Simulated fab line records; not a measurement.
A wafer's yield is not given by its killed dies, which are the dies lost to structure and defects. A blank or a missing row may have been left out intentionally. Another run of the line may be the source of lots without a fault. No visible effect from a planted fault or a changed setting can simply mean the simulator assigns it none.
What tool caused it? || flow n5-finfet || 7 lots with 19 wafers sampled at 8 steps, on a route of 1938 steps

WHAT THE GAUGES SHOWED, per wafer
N5_BEOL_M4_RC_MEAS_101. Usual: DIBL_N 36.1 mV/V, standard deviation 2; DIBL_P 36.3 mV/V, standard deviation 2.5; IOFF_N 0.16 nA/um, standard deviation 0.037; IOFF_P 0.21 nA/um, standard deviation 0.039; ION_N 678 uA/um, standard deviation 15; ION_P 465 uA/um, standard deviation 8.7; SS_N 71.4 mV/dec, standard deviation 0.7; SS_P 73.3 mV/dec, standard deviation 0.74; VT_N 249 mV, standard deviation 3.6; VT_P -250.0 mV, standard deviation 2.9.
{"lot": "L262", "measured": "day 8 23:31", "on": "prober-01", "DIBL_N (mV/V)": "35.7 37.6", "DIBL_P (mV/V)": "35.4 37.8", "IOFF_N (nA/um)": "0.14 0.18", "IOFF_P (nA/um)": "0.17 0.22", "ION_N (uA/um)": "675 674", "ION_P (uA/um)": "457 460", "SS_N (mV/dec)": "70.6 72.1", "SS_P (mV/dec)": "73.0 74.7", "VT_N (mV)": "254 249", "VT_P (mV)": "-255.2 -249.7", "flag": ""}
{"lot": "L264", "measured": "day 9 03:50", "on": "prober-01", "DIBL_N (mV/V)": "37.2 39.2 38.7", "DIBL_P (mV/V)": "35.6 36.4 36.8", "IOFF_N (nA/um)": "0.17 0.20 0.18", "IOFF_P (nA/um)": "0.23 0.25 0.26", "ION_N (uA/um)": "688 681 688", "ION_P (uA/um)": "472 459 473", "SS_N (mV/dec)": "71.7 72.3 72.6", "SS_P (mV/dec)": "74.1 73.8 73.2", "VT_N (mV)": "249 247 249", "VT_P (mV)": "-251.1 -249.6 -251.2", "flag": ""}
{"lot": "L268", "measured": "day 10 17:14", "on": "prober-02", "DIBL_N (mV/V)": "38.9 35.9 36.7", "DIBL_P (mV/V)": "40.1 37.6 38.4", "IOFF_N (nA/um)": "0.20 0.15 0.16", "IOFF_P (nA/um)": "0.21 0.18 0.19", "ION_N (uA/um)": "675 673 670", "ION_P (uA/um)": "456 453 452", "SS_N (mV/dec)": "72.3 71.5 72.0", "SS_P (mV/dec)": "73.5 72.7 72.8", "VT_N (mV)": "250 252 252", "VT_P (mV)": "-253.0 -254.6 -253.3", "flag": ""}
{"lot": "L279", "measured": "day 13 20:16", "on": "prober-02", "DIBL_N (mV/V)": "34.5 38.5 34.3", "DIBL_P (mV/V)": "35.3 40.9 35.2", "IOFF_N (nA/um)": "0.15 0.22 0.13", "IOFF_P (nA/um)": "0.20 0.27 0.19", "ION_N (uA/um)": "690 704 660", "ION_P (uA/um)": "476 481 453", "SS_N (mV/dec)": "71.0 71.8 70.8", "SS_P (mV/dec)": "72.5 73.7 72.5", "VT_N (mV)": "249 245 252", "VT_P (mV)": "-250.5 -248.8 -249.1", "flag": ""}
{"lot": "L283", "measured": "day 14 01:16", "on": "prober-02", "DIBL_N (mV/V)": "34.2 36.9", "DIBL_P (mV/V)": "34.1 37.5", "IOFF_N (nA/um)": "0.13 0.16", "IOFF_P (nA/um)": "0.18 0.23", "ION_N (uA/um)": "676 672", "ION_P (uA/um)": "466 468", "SS_N (mV/dec)": "70.1 71.6", "SS_P (mV/dec)": "73.3 74.1", "VT_N (mV)": "251 251", "VT_P (mV)": "-251.3 -249.1", "flag": ""}
{"lot": "L280", "measured": "day 14 06:47", "on": "prober-02", "DIBL_N (mV/V)": "37.0 35.6 33.9", "DIBL_P (mV/V)": "35.8 35.0 33.2", "IOFF_N (nA/um)": "0.17 0.15 0.13", "IOFF_P (nA/um)": "0.23 0.20 0.20", "ION_N (uA/um)": "676 675 679", "ION_P (uA/um)": "458 466 471", "SS_N (mV/dec)": "71.6 71.8 70.7", "SS_P (mV/dec)": "73.8 73.3 73.0", "VT_N (mV)": "248 250 252", "VT_P (mV)": "-251.4 -247.7 -248.3", "flag": ""}
{"lot": "L282", "measured": "day 14 13:26", "on": "prober-01", "DIBL_N (mV/V)": "39.8 36.3 37.8", "DIBL_P (mV/V)": "41.0 37.9 38.1", "IOFF_N (nA/um)": "0.25 0.17 0.21", "IOFF_P (nA/um)": "0.31 0.25 0.24", "ION_N (uA/um)": "702 687 689", "ION_P (uA/um)": "476 474 460", "SS_N (mV/dec)": "72.3 71.1 72.4", "SS_P (mV/dec)": "74.4 74.2 74.1", "VT_N (mV)": "242 246 244", "VT_P (mV)": "-245.9 -244.9 -248.1", "flag": ""}

N5_BEOL_M8_CD_MEAS_11: the cd target is 38.5 nm. Usual: cd-nm at 38.5 nm, with a standard deviation of 0.67.
{"lot": "L262", "measured": "day 10 13:16", "on": "cd-sem-03", "cd-nm (nm)": "38.1 39.1", "flag": ""}
{"lot": "L264", "measured": "day 12 04:44", "on": "cd-sem-02", "cd-nm (nm)": "38.3 39.2 39.5", "flag": ""}
{"lot": "L268", "measured": "day 11 23:31", "on": "cd-sem-03", "cd-nm (nm)": "38.8 37.3 37.3", "flag": ""}
{"lot": "L279", "measured": "day 15 09:12", "on": "cd-sem-02", "cd-nm (nm)": "43.4 43.9 43.5", "flag": "OFF"}
{"lot": "L283", "measured": "day 15 14:30", "on": "cd-sem-03", "cd-nm (nm)": "38.6 38.3", "flag": ""}
{"lot": "L280", "measured": "day 15 11:10", "on": "cd-sem-02", "cd-nm (nm)": "43.8 43.0 43.4", "flag": "OFF"}
{"lot": "L282", "measured": "day 15 19:25", "on": "cd-sem-01", "cd-nm (nm)": "37.3 37.2 37.5", "flag": ""}

N5_BEOL_M8_INSPECT_13: inspects for defects (brightfield). Usual: raw-defect-count at 410, with a standard deviation of 88.
{"lot": "L262", "measured": "day 10 13:19", "on": "defect-inspect-01", "raw-defect-count": "387 364", "flag": ""}
{"lot": "L264", "measured": "day 12 04:47", "on": "defect-inspect-02", "raw-defect-count": "347 337 396", "flag": ""}
{"lot": "L268", "measured": "day 11 23:34", "on": "defect-inspect-01", "raw-defect-count": "570 472 448", "flag": ""}
{"lot": "L279", "measured": "day 15 09:16", "on": "defect-inspect-01", "raw-defect-count": "432 464 382", "flag": ""}
{"lot": "L283", "measured": "day 15 14:34", "on": "defect-inspect-01", "raw-defect-count": "502 648", "flag": ""}
{"lot": "L280", "measured": "day 15 11:13", "on": "defect-inspect-02", "raw-defect-count": "415 380 368", "flag": ""}
{"lot": "L282", "measured": "day 15 19:29", "on": "defect-inspect-01", "raw-defect-count": "443 500 517", "flag": ""}

N5_BEOL_M8_CD_MEAS_18: pitch 80 nm, target cd 40 nm. Usual: cd-nm at 40.2 nm, with a standard deviation of 0.75.
{"lot": "L262", "measured": "day 10 13:48", "on": "cd-sem-01", "cd-nm (nm)": "39.1 40.6", "flag": ""}
{"lot": "L264", "measured": "day 12 05:24", "on": "cd-sem-01", "cd-nm (nm)": "39.7 40.6 41.2", "flag": ""}
{"lot": "L268", "measured": "day 12 00:04", "on": "cd-sem-02", "cd-nm (nm)": "40.3 39.2 39.7", "flag": ""}
{"lot": "L279", "measured": "day 15 09:45", "on": "cd-sem-01", "cd-nm (nm)": "45.1 44.5 45.6", "flag": "OFF"}
{"lot": "L283", "measured": "day 15 15:03", "on": "cd-sem-03", "cd-nm (nm)": "39.3 40.9", "flag": ""}
{"lot": "L280", "measured": "day 15 11:54", "on": "cd-sem-01", "cd-nm (nm)": "45.8 44.3 46.0", "flag": "OFF"}
{"lot": "L282", "measured": "day 15 20:17", "on": "cd-sem-02", "cd-nm (nm)": "38.6 37.9 39.1", "flag": ""}

N5_BEOL_M15_RC_MEAS_101. Usual: COMB_M10 1.5e-11 S/m, standard deviation 3e-12; COMB_M11 1.5e-11 S/m, standard deviation 2.9e-12; COMB_M11_max_site 2.2e-11 S/m, standard deviation 4.8e-12; COMB_M12 6.4e-12 S/m, standard deviation 1.4e-12; COMB_M13 4.9e-12 S/m, standard deviation 1e-12; COMB_M13_max_site 6.9e-12 S/m, standard deviation 1.6e-12; COMB_M14 3.8e-12 S/m, standard deviation 9.5e-13; COMB_M15 2.7e-12 S/m, standard deviation 7.1e-13; COMB_M15_max_site 3.8e-12 S/m, standard deviation 9.4e-13; COMB_M5 3.7e-11 S/m, standard deviation 6.9e-12; COMB_M6 2.6e-11 S/m, standard deviation 5.1e-12; COMB_M6_max_site 3.7e-11 S/m, standard deviation 7.5e-12; COMB_M7 2.5e-11 S/m, standard deviation 4.9e-12; COMB_M9 1.5e-11 S/m, standard deviation 3.1e-12; SERP_M10 3.01 ohm/um, standard deviation 0.094; SERP_M11 3.08 ohm/um, standard deviation 0.13; SERP_M12 0.625 ohm/um, standard deviation 0.023; SERP_M13 0.311 ohm/um, standard deviation 0.0091; SERP_M14 0.160 ohm/um, standard deviation 0.0054; SERP_M5 39.5 ohm/um, standard deviation 2.5; SERP_M6 13.4 ohm/um, standard deviation 0.63; SERP_M7 13.6 ohm/um, standard deviation 0.69; SERP_M8 13.5 ohm/um, standard deviation 0.64; SERP_M8_max_site 14.1 ohm/um, standard deviation 0.67.
{"lot": "L262", "measured": "day 13 04:34", "on": "prober-01", "COMB_M10 (S/m)": "1.6e-11 1.7e-11", "COMB_M11 (S/m)": "1.88e-11 1.36e-11", "COMB_M11_max_site (S/m)": "2.6e-11 1.8e-11", "COMB_M12 (S/m)": "6.3e-12 6.8e-12", "COMB_M13 (S/m)": "3.4e-12 3.4e-12", "COMB_M13_max_site (S/m)": "4.6e-12 6.2e-12", "COMB_M14 (S/m)": "3.2e-12 3.5e-12", "COMB_M15 (S/m)": "3.1e-12 2.3e-12", "COMB_M15_max_site (S/m)": "4.4e-12 3.6e-12", "COMB_M5 (S/m)": "3.7e-11 3.2e-11", "COMB_M6 (S/m)": "3e-11 3.2e-11", "COMB_M6_max_site (S/m)": "3.5e-11 4e-11", "COMB_M7 (S/m)": "2.8e-11 2.1e-11", "COMB_M9 (S/m)": "1.6e-11 1.4e-11", "SERP_M10 (ohm/um)": "2.90 2.97", "SERP_M11 (ohm/um)": "3.10 3.07", "SERP_M12 (ohm/um)": "0.630 0.657", "SERP_M13 (ohm/um)": "0.310 0.300", "SERP_M14 (ohm/um)": "0.171 0.158", "SERP_M5 (ohm/um)": "36.1 37.6", "SERP_M6 (ohm/um)": "13.5 13.8", "SERP_M7 (ohm/um)": "14.5 14.1", "SERP_M8 (ohm/um)": "15.0 13.5", "SERP_M8_max_site (ohm/um)": "15.5 14.0", "flag": ""}
{"lot": "L264", "measured": "day 14 12:07", "on": "prober-02", "COMB_M10 (S/m)": "1.4e-11 1.4e-11 1.2e-11", "COMB_M11 (S/m)": "1.17e-11 1.21e-11 1.25e-11", "COMB_M11_max_site (S/m)": "1.4e-11 1.7e-11 1.7e-11", "COMB_M12 (S/m)": "7.1e-12 8.7e-12 6.3e-12", "COMB_M13 (S/m)": "7.2e-12 5.2e-12 6.5e-12", "COMB_M13_max_site (S/m)": "1.03e-11 5.8e-12 1.35e-11", "COMB_M14 (S/m)": "4.1e-12 4.7e-12 4.9e-12", "COMB_M15 (S/m)": "3.6e-12 3.3e-12 3.3e-12", "COMB_M15_max_site (S/m)": "4.7e-12 5.3e-12 4.3e-12", "COMB_M5 (S/m)": "4.1e-11 3.7e-11 4.4e-11", "COMB_M6 (S/m)": "1.8e-11 3.4e-11 2.1e-11", "COMB_M6_max_site (S/m)": "2.4e-11 3.6e-11 2.9e-11", "COMB_M7 (S/m)": "2.5e-11 2.7e-11 2.1e-11", "COMB_M9 (S/m)": "1.4e-11 1.1e-11 1.1e-11", "SERP_M10 (ohm/um)": "3.08 3.21 3.15", "SERP_M11 (ohm/um)": "3.14 3.15 3.15", "SERP_M12 (ohm/um)": "0.647 0.678 0.641", "SERP_M13 (ohm/um)": "0.310 0.291 0.308", "SERP_M14 (ohm/um)": "0.159 0.153 0.159", "SERP_M5 (ohm/um)": "43.2 37.7 39.1", "SERP_M6 (ohm/um)": "14.3 14.7 13.2", "SERP_M7 (ohm/um)": "14.7 14.0 14.5", "SERP_M8 (ohm/um)": "13.5 14.4 12.6", "SERP_M8_max_site (ohm/um)": "13.9 14.7 13.4", "flag": ""}
{"lot": "L268", "measured": "day 14 08:10", "on": "prober-02", "COMB_M10 (S/m)": "1.4e-11 1.2e-11 1.4e-11", "COMB_M11 (S/m)": "1.37e-11 1.37e-11 1.59e-11", "COMB_M11_max_site (S/m)": "2.6e-11 1.9e-11 2.2e-11", "COMB_M12 (S/m)": "6.8e-12 8.6e-12 5.9e-12", "COMB_M13 (S/m)": "5.3e-12 5.9e-12 6.8e-12", "COMB_M13_max_site (S/m)": "8.3e-12 9.3e-12 1.01e-11", "COMB_M14 (S/m)": "4.7e-12 3.7e-12 4.9e-12", "COMB_M15 (S/m)": "2.7e-12 3.8e-12 3.6e-12", "COMB_M15_max_site (S/m)": "4.5e-12 5.3e-12 4.2e-12", "COMB_M5 (S/m)": "4.9e-11 3.8e-11 4.5e-11", "COMB_M6 (S/m)": "1.8e-11 2.6e-11 2.8e-11", "COMB_M6_max_site (S/m)": "2.2e-11 3.2e-11 3.8e-11", "COMB_M7 (S/m)": "2e-11 2.3e-11 2.6e-11", "COMB_M9 (S/m)": "1.5e-11 1.7e-11 1.4e-11", "SERP_M10 (ohm/um)": "3.07 3.14 2.97", "SERP_M11 (ohm/um)": "3.10 3.16 3.05", "SERP_M12 (ohm/um)": "0.619 0.643 0.604", "SERP_M13 (ohm/um)": "0.322 0.312 0.324", "SERP_M14 (ohm/um)": "0.163 0.160 0.159", "SERP_M5 (ohm/um)": "37.0 39.5 39.5", "SERP_M6 (ohm/um)": "13.6 13.7 14.3", "SERP_M7 (ohm/um)": "13.5 11.7 13.6", "SERP_M8 (ohm/um)": "13.7 14.1 14.2", "SERP_M8_max_site (ohm/um)": "14.0 14.5 14.8", "flag": ""}
{"lot": "L279", "measured": "day 18 01:57", "on": "prober-02", "COMB_M10 (S/m)": "1.4e-11 8e-12 1.2e-11", "COMB_M11 (S/m)": "1.27e-11 1.09e-11 1.49e-11", "COMB_M11_max_site (S/m)": "2.1e-11 1.6e-11 1.9e-11", "COMB_M12 (S/m)": "5.1e-12 5.6e-12 6.3e-12", "COMB_M13 (S/m)": "5.7e-12 4.4e-12 5.8e-12", "COMB_M13_max_site (S/m)": "6.5e-12 6.6e-12 6.2e-12", "COMB_M14 (S/m)": "4.9e-12 4.2e-12 4.4e-12", "COMB_M15 (S/m)": "2.5e-12 2.8e-12 3e-12", "COMB_M15_max_site (S/m)": "3.9e-12 4.1e-12 3.3e-12", "COMB_M5 (S/m)": "4e-11 3.2e-11 4.4e-11", "COMB_M6 (S/m)": "2.2e-11 2.5e-11 3.3e-11", "COMB_M6_max_site (S/m)": "4.3e-11 4.8e-11 4.6e-11", "COMB_M7 (S/m)": "3.1e-11 2.9e-11 2.7e-11", "COMB_M9 (S/m)": "1.3e-11 1.4e-11 1.3e-11", "SERP_M10 (ohm/um)": "2.92 2.91 3.00", "SERP_M11 (ohm/um)": "3.06 2.92 3.00", "SERP_M12 (ohm/um)": "0.605 0.625 0.639", "SERP_M13 (ohm/um)": "0.314 0.316 0.314", "SERP_M14 (ohm/um)": "0.169 0.157 0.167", "SERP_M5 (ohm/um)": "40.9 39.0 32.8", "SERP_M6 (ohm/um)": "14.6 13.2 14.3", "SERP_M7 (ohm/um)": "14.6 12.8 14.0", "SERP_M8 (ohm/um)": "11.0 11.2 11.0", "SERP_M8_max_site (ohm/um)": "11.4 12.0 11.3", "flag": "OFF"}
{"lot": "L283", "measured": "day 18 14:29", "on": "prober-02", "COMB_M10 (S/m)": "1.4e-11 1.3e-11", "COMB_M11 (S/m)": "1.53e-11 1.64e-11", "COMB_M11_max_site (S/m)": "2.3e-11 2.2e-11", "COMB_M12 (S/m)": "6.1e-12 6.6e-12", "COMB_M13 (S/m)": "5.4e-12 5.4e-12", "COMB_M13_max_site (S/m)": "9.7e-12 7.2e-12", "COMB_M14 (S/m)": "4.8e-12 3.3e-12", "COMB_M15 (S/m)": "2.9e-12 3.2e-12", "COMB_M15_max_site (S/m)": "4e-12 4.6e-12", "COMB_M5 (S/m)": "3.6e-11 4.2e-11", "COMB_M6 (S/m)": "2.9e-11 2.5e-11", "COMB_M6_max_site (S/m)": "4.2e-11 3.3e-11", "COMB_M7 (S/m)": "3e-11 3.8e-11", "COMB_M9 (S/m)": "1.3e-11 1.3e-11", "SERP_M10 (ohm/um)": "2.93 3.13", "SERP_M11 (ohm/um)": "3.05 2.77", "SERP_M12 (ohm/um)": "0.609 0.620", "SERP_M13 (ohm/um)": "0.290 0.304", "SERP_M14 (ohm/um)": "0.166 0.163", "SERP_M5 (ohm/um)": "41.6 42.2", "SERP_M6 (ohm/um)": "13.6 13.4", "SERP_M7 (ohm/um)": "14.4 15.0", "SERP_M8 (ohm/um)": "13.4 12.7", "SERP_M8_max_site (ohm/um)": "14.0 13.2", "flag": ""}
{"lot": "L280", "measured": "day 18 01:53", "on": "prober-01", "COMB_M10 (S/m)": "1.8e-11 1.2e-11 1.6e-11", "COMB_M11 (S/m)": "1.39e-11 1.56e-11 1.86e-11", "COMB_M11_max_site (S/m)": "1.9e-11 2.8e-11 2.5e-11", "COMB_M12 (S/m)": "6.6e-12 6.9e-12 4.6e-12", "COMB_M13 (S/m)": "4.1e-12 4.6e-12 3.8e-12", "COMB_M13_max_site (S/m)": "6.3e-12 5.8e-12 4.3e-12", "COMB_M14 (S/m)": "4e-12 2.6e-12 4.5e-12", "COMB_M15 (S/m)": "1e-12 2.5e-12 1.8e-12", "COMB_M15_max_site (S/m)": "1.7e-12 3.7e-12 2.5e-12", "COMB_M5 (S/m)": "4.3e-11 4.1e-11 3.3e-11", "COMB_M6 (S/m)": "3.7e-11 2.3e-11 1.8e-11", "COMB_M6_max_site (S/m)": "4.5e-11 3e-11 3.4e-11", "COMB_M7 (S/m)": "3.1e-11 3.2e-11 2.7e-11", "COMB_M9 (S/m)": "1.9e-11 1.3e-11 2.2e-11", "SERP_M10 (ohm/um)": "2.88 2.86 3.13", "SERP_M11 (ohm/um)": "3.00 3.14 3.04", "SERP_M12 (ohm/um)": "0.590 0.613 0.615", "SERP_M13 (ohm/um)": "0.305 0.310 0.300", "SERP_M14 (ohm/um)": "0.158 0.165 0.154", "SERP_M5 (ohm/um)": "38.2 40.7 39.1", "SERP_M6 (ohm/um)": "13.0 13.8 13.0", "SERP_M7 (ohm/um)": "12.9 12.3 13.4", "SERP_M8 (ohm/um)": "10.4 11.7 10.3", "SERP_M8_max_site (ohm/um)": "11.0 11.9 10.4", "flag": "OFF"}
{"lot": "L282", "measured": "day 18 07:06", "on": "prober-02", "COMB_M10 (S/m)": "1.3e-11 1.9e-11 1.9e-11", "COMB_M11 (S/m)": "2.15e-11 1.37e-11 1.62e-11", "COMB_M11_max_site (S/m)": "3e-11 1.7e-11 1.9e-11", "COMB_M12 (S/m)": "5.6e-12 5.8e-12 4.9e-12", "COMB_M13 (S/m)": "6e-12 5.2e-12 4.8e-12", "COMB_M13_max_site (S/m)": "7.7e-12 6.3e-12 5.9e-12", "COMB_M14 (S/m)": "3.7e-12 5.2e-12 3.6e-12", "COMB_M15 (S/m)": "3.4e-12 4e-12 3.6e-12", "COMB_M15_max_site (S/m)": "5e-12 5.3e-12 5.3e-12", "COMB_M5 (S/m)": "4e-11 2.4e-11 3.1e-11", "COMB_M6 (S/m)": "2.6e-11 2.6e-11 3.5e-11", "COMB_M6_max_site (S/m)": "3e-11 3e-11 4.6e-11", "COMB_M7 (S/m)": "2.6e-11 2.5e-11 2.4e-11", "COMB_M9 (S/m)": "1.2e-11 1.6e-11 1.9e-11", "SERP_M10 (ohm/um)": "3.14 3.01 3.05", "SERP_M11 (ohm/um)": "2.97 3.07 3.20", "SERP_M12 (ohm/um)": "0.592 0.594 0.628", "SERP_M13 (ohm/um)": "0.313 0.311 0.312", "SERP_M14 (ohm/um)": "0.170 0.158 0.170", "SERP_M5 (ohm/um)": "37.3 41.2 38.8", "SERP_M6 (ohm/um)": "13.0 13.4 13.1", "SERP_M7 (ohm/um)": "12.8 13.0 13.5", "SERP_M8 (ohm/um)": "14.2 14.1 14.0", "SERP_M8_max_site (ohm/um)": "14.6 14.3 14.9", "flag": ""}

EACH LOT AND THE TOOL THAT RAN IT (in order: tool; ch and the chambers of the sampled wafers; start)
{"lot": "L262", "N5_BEOL_M8_ILD_DEP_00": "pecvd-03 ch 0,1, day 10 10:52", "N5_BEOL_M8_EXPOSE_08": "arfi-scanner-03 ch 0, day 10 13:08", "N5_BEOL_M8_DESCUM_16": "rie-diel-04 ch 0,2, day 10 13:20"}
{"lot": "L264", "N5_BEOL_M8_ILD_DEP_00": "pecvd-01 ch 0,1,2, day 12 01:31", "N5_BEOL_M8_EXPOSE_08": "arfi-scanner-03 ch 0, day 12 04:37", "N5_BEOL_M8_DESCUM_16": "rie-diel-04 ch 0,1,2, day 12 04:56"}
{"lot": "L268", "N5_BEOL_M8_ILD_DEP_00": "pecvd-03 ch 0,1, day 11 21:50", "N5_BEOL_M8_EXPOSE_08": "arfi-scanner-03 ch 0, day 11 23:23", "N5_BEOL_M8_DESCUM_16": "rie-diel-04 ch 0,1, day 11 23:36"}
{"lot": "L279", "N5_BEOL_M8_ILD_DEP_00": "pecvd-03 ch 0,1, day 15 08:02", "N5_BEOL_M8_EXPOSE_08": "arfi-scanner-03 ch 0, day 15 09:04", "N5_BEOL_M8_DESCUM_16": "rie-diel-06 ch 0,1, day 15 09:17"}
{"lot": "L283", "N5_BEOL_M8_ILD_DEP_00": "pecvd-04 ch 0, day 15 11:54", "N5_BEOL_M8_EXPOSE_08": "arfi-scanner-02 ch 0, day 15 14:23", "N5_BEOL_M8_DESCUM_16": "rie-diel-05 ch 1,2, day 15 14:35"}
{"lot": "L280", "N5_BEOL_M8_ILD_DEP_00": "pecvd-03 ch 0,1,2, day 15 09:16", "N5_BEOL_M8_EXPOSE_08": "arfi-scanner-03 ch 0, day 15 11:02", "N5_BEOL_M8_DESCUM_16": "rie-diel-05 ch 1,2, day 15 11:19"}
{"lot": "L282", "N5_BEOL_M8_ILD_DEP_00": "pecvd-03 ch 0,1,2, day 15 17:38", "N5_BEOL_M8_EXPOSE_08": "arfi-scanner-01 ch 0, day 15 19:19", "N5_BEOL_M8_DESCUM_16": "rie-diel-06 ch 0,1,3, day 15 19:39"}
- N5_BEOL_M8_ILD_DEP_00: deposits SiCOH lowk from DEMS/porogen, target thk 179.75 nm, time 33.4 s.
- N5_BEOL_M8_EXPOSE_08: exposes mask M8.
- N5_BEOL_M8_DESCUM_16: chemistry O2, time 7.9 s.

WHAT THE TOOLS THEMSELVES READ (means of the sampled wafers that have a number; where no wafer has one, the mark that the record gives instead)
N5_BEOL_M8_ILD_DEP_00. Usual: heater-power-w 312 W, standard deviation 48; showerhead-plenum-p-Torr 5.744 Torr, standard deviation 0.018; showerhead-vpp-V 1348 V, standard deviation 49; throttle-valve-pct 13.7 %, standard deviation 0.53.
{"lot": "L262", "tool": "pecvd-03", "heater-power-w (W)": 308, "showerhead-plenum-p-Torr (Torr)": 5.721, "showerhead-vpp-V (V)": 1358, "throttle-valve-pct (%)": 14.3, "flag": ""}
{"lot": "L264", "tool": "pecvd-01", "heater-power-w (W)": 321, "showerhead-plenum-p-Torr (Torr)": 5.761, "showerhead-vpp-V (V)": 1302, "throttle-valve-pct (%)": 13.3, "flag": ""}
{"lot": "L268", "tool": "pecvd-03", "heater-power-w (W)": 296, "showerhead-plenum-p-Torr (Torr)": 5.723, "showerhead-vpp-V (V)": 1350, "throttle-valve-pct (%)": 14.1, "flag": ""}
{"lot": "L279", "tool": "pecvd-03", "heater-power-w (W)": 306, "showerhead-plenum-p-Torr (Torr)": 5.731, "showerhead-vpp-V (V)": 1350, "throttle-valve-pct (%)": 14.0, "flag": ""}
{"lot": "L283", "tool": "pecvd-04", "heater-power-w (W)": 374, "showerhead-plenum-p-Torr (Torr)": 5.741, "showerhead-vpp-V (V)": 1406, "throttle-valve-pct (%)": 13.7, "flag": ""}
{"lot": "L280", "tool": "pecvd-03", "heater-power-w (W)": 263, "showerhead-plenum-p-Torr (Torr)": 5.729, "showerhead-vpp-V (V)": 1342, "throttle-valve-pct (%)": 13.9, "flag": ""}
{"lot": "L282", "tool": "pecvd-03", "heater-power-w (W)": 275, "showerhead-plenum-p-Torr (Torr)": 5.733, "showerhead-vpp-V (V)": 1346, "throttle-valve-pct (%)": 14.0, "flag": ""}

N5_BEOL_M8_EXPOSE_08. Usual: exposure-dose-mJ-cm2 at 68.22, with a standard deviation of 0.063.
{"lot": "L262", "tool": "arfi-scanner-03", "exposure-dose-mJ-cm2": 68.22, "flag": ""}
{"lot": "L264", "tool": "arfi-scanner-03", "exposure-dose-mJ-cm2": 68.26, "flag": ""}
{"lot": "L268", "tool": "arfi-scanner-03", "exposure-dose-mJ-cm2": 68.28, "flag": ""}
{"lot": "L279", "tool": "arfi-scanner-03", "exposure-dose-mJ-cm2": 76.55, "flag": "OFF"}
{"lot": "L283", "tool": "arfi-scanner-02", "exposure-dose-mJ-cm2": 68.17, "flag": ""}
{"lot": "L280", "tool": "arfi-scanner-03", "exposure-dose-mJ-cm2": 74.78, "flag": "OFF"}
{"lot": "L282", "tool": "arfi-scanner-01", "exposure-dose-mJ-cm2": 68.16, "flag": ""}

N5_BEOL_M8_DESCUM_16. Usual: drypump-motor-current-A 5.7 A, standard deviation 0.43; o2-flow-sccm 225.0 sccm, standard deviation 0.7; oes-product-au 0.85 a.u., standard deviation 0.089; rf-vpp-V 243.5 V, standard deviation 1.3; showerhead-plenum-p-Torr 2.12 Torr, standard deviation 0.061; throttle-valve-pct 20.35 %, standard deviation 0.19.
{"lot": "L262", "tool": "rie-diel-04", "drypump-motor-current-A (A)": 5.6, "o2-flow-sccm (sccm)": 225.7, "oes-product-au (a.u.)": 0.87, "rf-vpp-V (V)": 243.9, "showerhead-plenum-p-Torr (Torr)": 2.17, "throttle-valve-pct (%)": 20.48, "flag": ""}
{"lot": "L264", "tool": "rie-diel-04", "drypump-motor-current-A (A)": 5.5, "o2-flow-sccm (sccm)": 225.0, "oes-product-au (a.u.)": 0.87, "rf-vpp-V (V)": 244.2, "showerhead-plenum-p-Torr (Torr)": 2.16, "throttle-valve-pct (%)": 20.43, "flag": ""}
{"lot": "L268", "tool": "rie-diel-04", "drypump-motor-current-A (A)": 5.4, "o2-flow-sccm (sccm)": 224.7, "oes-product-au (a.u.)": 0.94, "rf-vpp-V (V)": 243.2, "showerhead-plenum-p-Torr (Torr)": 2.15, "throttle-valve-pct (%)": 20.30, "flag": ""}
{"lot": "L279", "tool": "rie-diel-06", "drypump-motor-current-A (A)": 5.7, "o2-flow-sccm (sccm)": 225.0, "oes-product-au (a.u.)": 0.94, "rf-vpp-V (V)": 244.7, "showerhead-plenum-p-Torr (Torr)": 2.19, "throttle-valve-pct (%)": 20.19, "flag": ""}
{"lot": "L283", "tool": "rie-diel-05", "drypump-motor-current-A (A)": 5.9, "o2-flow-sccm (sccm)": 224.8, "oes-product-au (a.u.)": 0.77, "rf-vpp-V (V)": 243.7, "showerhead-plenum-p-Torr (Torr)": 2.15, "throttle-valve-pct (%)": 20.39, "flag": ""}
{"lot": "L280", "tool": "rie-diel-05", "drypump-motor-current-A (A)": 6.0, "o2-flow-sccm (sccm)": 224.6, "oes-product-au (a.u.)": 0.77, "rf-vpp-V (V)": 243.8, "showerhead-plenum-p-Torr (Torr)": 2.14, "throttle-valve-pct (%)": 20.37, "flag": ""}
{"lot": "L282", "tool": "rie-diel-06", "drypump-motor-current-A (A)": 5.8, "o2-flow-sccm (sccm)": 226.0, "oes-product-au (a.u.)": 0.88, "rf-vpp-V (V)": 243.7, "showerhead-plenum-p-Torr (Torr)": 2.15, "throttle-valve-pct (%)": 20.14, "flag": ""}

THE ANSWER, worked out from the rows above alone
Rule: take the mean of a lot's wafers that have a number; if it is more than 3 standard deviations from the usual mean, the lot is off. Also off: a lot with no number at a reading for which 4 or more lots have one. Any other lot the step has rows for is counted as sound. The gauges are gone through in route order, then the tools' own readings, and for those a lot's mean is taken as printed above. The first step at which some lot is off is used, and at that step the reading that is off furthest; a lot without a number counts as furthest.
Off, at N5_BEOL_M8_CD_MEAS_11 on cd-nm: L279, L280.
If a tool, at a process step before that reading, ran all the lots that are off and no sound lot after the first of them, it fits. The gauges at N5_BEOL_M8_CD_MEAS_11 aren't tried: what is off there is off at N5_BEOL_M8_CD_MEAS_18 too, on other tools, and a gauge's error can't cause that. One fits: N5_BEOL_M8_EXPOSE_08 on arfi-scanner-03. A fault onset in the window from L264 (day 12 04:37, its last sound lot) to L279 (day 15 09:04, its first lot off) fits.
The tool's own readings at N5_BEOL_M8_EXPOSE_08 bear it out: on the lots that are off they differ by more than 5 times the standard deviation of the sound lots' means. exposure-dose-mJ-cm2 reads 75.66 there against 68.22 on the sound lots.

WHAT THE SIMULATOR HAD PUT IN
Process parameters drifting: arfi-scanner-03 at N5_BEOL_M8_EXPOSE_08, beginning at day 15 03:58. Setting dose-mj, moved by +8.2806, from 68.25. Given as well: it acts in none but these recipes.
Shown lots that were struck: L279, L280. The rule above reached the same finding.
